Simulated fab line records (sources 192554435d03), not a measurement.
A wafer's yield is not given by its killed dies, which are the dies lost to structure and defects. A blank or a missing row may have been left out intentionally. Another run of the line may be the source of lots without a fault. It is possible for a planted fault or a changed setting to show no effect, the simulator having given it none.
A lot that was struck, set against a sound lot    flow n5Finfet    34 steps out of a route of 1938
Sound: these wafers, L583.1, L583.2, L583.4. Struck: wafer L588.4 (L588.2, L588.6, from the same lot, were not struck and are left out); the cause is given at the end.
Per side, at each step with rows, come the tool, then ch with its chambers, and then its first start. Under that, the readings that differ: sound wafers    struck wafers    difference of the means    sigmas: that difference in standard deviations of wafers without a fault.
alike: words and numbers the same on both sides, and readings whose means are apart by under 2 such deviations; not compared: readings that were withheld, readings missing a value for some wafer, numbers with overlapping values and no deviation given by the record, and bounds like >300 which may hide the same value.
The two part at a step that has a row with sigmas, a row that says differs or no value, or rows on one side only. Numbers that have no deviation but don't overlap get no sigmas and don't part them. Lack of a reading on every wafer of one side parts them only where that side has two or more wafers.

first, 9 steps without rows for these wafers: N5_BEOL_M10_PEB_26 (peb time 60 s); N5_BEOL_M10_DEVELOP_27 (develop time 30 s); N5_BEOL_M10_DESCUM_33 (chemistry O2, time 7.9 s); N5_BEOL_M10_ETCH_65 (etches SiARC in CF4, target depth 39 nm, time 65 s); N5_BEOL_M10_ETCH_66 (etches SOC in N2/H2, target depth 120 nm, overetch 24 nm, time 180 s); N5_BEOL_M10_STRIP_69 (strips in N2/H2); N5_BEOL_M10_VIA_ETCH_34 (etches SiCOH lowk in C4F6/O2, target depth 184.5 nm, time 69.2 s); N5_BEOL_M10_STRIP_73 (strips in C4F6/O2); N5_BEOL_M10_STRIP_36 (strips in N2/H2).
N5_BEOL_M10_TRENCH_ETCH_37: etches SiCOH lowk in C4F6/O2, target depth 148.83 nm, time 48 s.
  sound on rieDiel-01 ch 0,3, day 11 00:56; struck on rieDiel-01 ch 3, day 12 08:38
  alike: biasW, drypumpMotorCurrentA, oesProductAu, rfVppV, showerheadPlenumPTorr, throttleValvePct
  not compared: rfHoursCounterH
then, 23 steps without rows for these wafers: N5_BEOL_M10_ETCH_41 (etches SiCN in CH3F/O2, target depth 42.6 nm, time 86 s); N5_BEOL_M10_STRIP_77 (strips in N2/H2, time 10 s); N5_BEOL_M10_HM_STRIP_39 (strips TiN in peroxide tin strip, target depth 25 nm, time 158 s); N5_BEOL_M10_SRD_40 (time 30 s); N5_BEOL_M10_PRECLEAN_42 (cleans in residue remover, time 60 s); N5_BEOL_M10_SRD_43 (time 30 s); N5_BEOL_M10_CURE_72 (cures SiCOH lowk, time 120 s); N5_BEOL_M10_DEGAS_44 (time 60 s); N5_BEOL_M10_PRE_CLEAN_45 (time 30 s); N5_BEOL_M10_ALD_74 (deposits TaN, target thk 2 nm, pulse time 2 s, purge time 3 s); N5_BEOL_M10_SURFACE_TREAT_76; N5_BEOL_M10_CVD_75 (deposits Co from CCTBA/H2, target thk 2 nm, time 138.9 s); N5_BEOL_M10_SPUTTER_48 (material Cu, target thk 12 nm, time 2 s); N5_BEOL_M10_ECD_50 (material Cu, target thk 318 nm); N5_BEOL_M10_ANNEAL_51 (time 90 s); N5_BEOL_M10_CMP_52 (polishes, stops on SiCOH lowk, t overpolish 7 s, target thk 140 nm); N5_BEOL_M10_PRE_CLEAN_55 (time 15 s); N5_BEOL_M10_DEP_56 (deposits SiCN from 3MS/NH3, target thk 15 nm, time 26.5 s); N5_BEOL_M11_ILD_DEP_00 (deposits SiCOH lowk from DEMS/porogen, target thk 308.51 nm, time 58 s); N5_BEOL_M11_CURE_71 (cures SiCOH lowk, time 240 s); N5_BEOL_M11_PECVD_70 (deposits SiO2 from TEOS/O2, target thk 20 nm, time 22.7 s); N5_BEOL_M11_HM_DEP_02 (deposits TiN, target thk 20 nm); N5_BEOL_M11_COAT_59 (time 60 s, resist thk 100 nm).
N5_PASSIVATION_PROBE_49:
  rows exist in the record for the struck wafers here (prober-01, day 14 08:30), but not for the sound ones

## WHERE THEY PART
Only at N5_PASSIVATION_PROBE_49, as far as this record shows.

WHY: the cause the simulator had injected
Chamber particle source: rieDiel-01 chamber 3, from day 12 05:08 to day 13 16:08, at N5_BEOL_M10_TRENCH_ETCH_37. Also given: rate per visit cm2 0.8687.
